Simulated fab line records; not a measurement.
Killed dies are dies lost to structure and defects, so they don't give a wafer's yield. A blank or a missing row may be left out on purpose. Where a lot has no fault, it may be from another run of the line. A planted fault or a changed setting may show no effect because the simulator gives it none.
A lot that was struck, set against a sound lot -- flow n5-finfet -- 14 steps out of a route of 1938
Sound: the wafers L871.2, L871.3, L871.6. Wafers L886.3, L886.4, L886.5 were the ones struck. The cause is named last.
Order at every step that has rows: each side's tool, ch and its chambers, its first start. Under that, the readings that differ: sound wafers -- struck wafers -- difference of the means -- sigmas: that difference in standard deviations of wafers without a fault.
alike: same words and numbers on both sides, and readings whose means sit less than 2 such deviations apart. not compared: any withheld reading, any reading some wafer has no value for, any bound like >300 that may hide the same value, and any number with overlapping values for which the record gives no deviation.
A row with sigmas, a row that says differs or no value, or rows on one side alone: a step with any of these is where the two part. When numbers do not overlap yet have no deviation, they are printed without sigmas and do not part them. A reading missing from all wafers of one side parts the sides only when that side holds two or more wafers.

N5_BEOL_M9_OVL_MEAS_29:
  sound on overlay-02 ch 0, day 12 16:18; struck on overlay-02 ch 0, day 16 17:40
  alike: V8_OVL
N5_BEOL_M9_INSPECT_30: inspects for defects (brightfield).
  sound on defect-inspect-02, day 12 16:21; struck on defect-inspect-01, day 16 17:43
  alike: raw-defect-count
N5_BEOL_M9_DESCUM_33: chemistry O2, time 7 s.
  sound on rie-diel-05 ch 0,2,3, day 12 16:23; struck on rie-diel-05 ch 2,3, day 16 17:44
  alike: drypump-motor-current-A, oes-product-au, rf-fwd-power-W, rf-vpp-V, showerhead-plenum-p-Torr, throttle-valve-pct
  not compared: rf-hours-counter-h
N5_BEOL_M9_ETCH_76: etches underlayer in N2/H2, target depth 6.5 nm, time 5.2 s.
  sound on rie-diel-05 ch 0,2,3, day 12 16:25; struck on rie-diel-05 ch 2,3, day 16 17:46
  alike: drypump-motor-current-A, etch-rf-on-time-s, oes-product-au, rf-fwd-power-W, rf-vpp-V, showerhead-plenum-p-Torr, throttle-valve-pct
  not compared: rf-hours-counter-h
then, 1 step without rows for these wafers: N5_BEOL_M9_ETCH_65 (etches SiARC in CF4, target depth 15.6 nm, time 26 s).
N5_BEOL_M9_ETCH_66: etches SOC in N2/H2, target depth 80 nm, overetch 16 nm, time 120 s.
  sound on rie-diel-05 ch 0,2,3, day 12 16:28; struck on rie-diel-05 ch 2,3, day 16 17:49
  alike: drypump-motor-current-A, oes-product-au, rf-fwd-power-W, rf-vpp-V, showerhead-plenum-p-Torr, throttle-valve-pct
  not compared: rf-hours-counter-h
then, 2 steps without rows for these wafers: N5_BEOL_M9_STRIP_69 (strips in N2/H2); N5_BEOL_M9_STRIP_77 (strips in N2/H2).
N5_BEOL_M9_VIA_ETCH_34: etches SiCOH lowk in C4F6/O2, target depth 182.4 nm, time 68.4 s.
  sound on rie-diel-05 ch 0,2,3, day 12 16:34; struck on rie-diel-05 ch 2,3, day 16 17:55
  alike: C4F6_flow_sccm, drypump-motor-current-A, oes-product-au, rf-fwd-power-W, rf-vpp-V, showerhead-plenum-p-Torr, throttle-valve-pct
  not compared: rf-hours-counter-h
then, 3 steps without rows for these wafers: N5_BEOL_M9_STRIP_73 (strips in C4F6/O2); N5_BEOL_M9_STRIP_36 (strips in N2/H2); N5_BEOL_M9_TRENCH_ETCH_37 (etches SiCOH lowk in C4F6/O2, target depth 151.43 nm, time 49 s).
N5_BEOL_M9_ETCH_41: etches SiCN in CH3F/O2, target depth 36.6 nm, time 70.1 s.
  sound on rie-diel-05 ch 0,2,3, day 12 16:42; struck on rie-diel-05 ch 2,3, day 16 18:04
reading,sound,struck,difference,sigmas
oes-product-au (a.u.),0.68 0.91 0.74,0.66 0.50 0.50,-0.22,-2
model.etch.depth-nm (nm),25.88 26.64 26.44,14.32 14.06 14.01,-12.19,
  alike: drypump-motor-current-A, rf-fwd-power-W, rf-vpp-V, showerhead-plenum-p-Torr, throttle-valve-pct
  not compared: rf-hours-counter-h
N5_BEOL_M9_STRIP_80: strips in N2/H2, time 10 s.
  sound: rie-diel-05 ch 0,2,3; struck: rie-diel-05 ch 2,3
  alike: drypump-motor-current-A, oes-product-au, rf-vpp-V, showerhead-plenum-p-Torr, throttle-valve-pct
  not compared: rf-hours-counter-h

WHERE THEY PART
Within this record, at N5_BEOL_M9_ETCH_41 only. Later steps at which nothing parts them and some readings are alike: N5_BEOL_M9_STRIP_80.

WHY: what had been put in by the simulator
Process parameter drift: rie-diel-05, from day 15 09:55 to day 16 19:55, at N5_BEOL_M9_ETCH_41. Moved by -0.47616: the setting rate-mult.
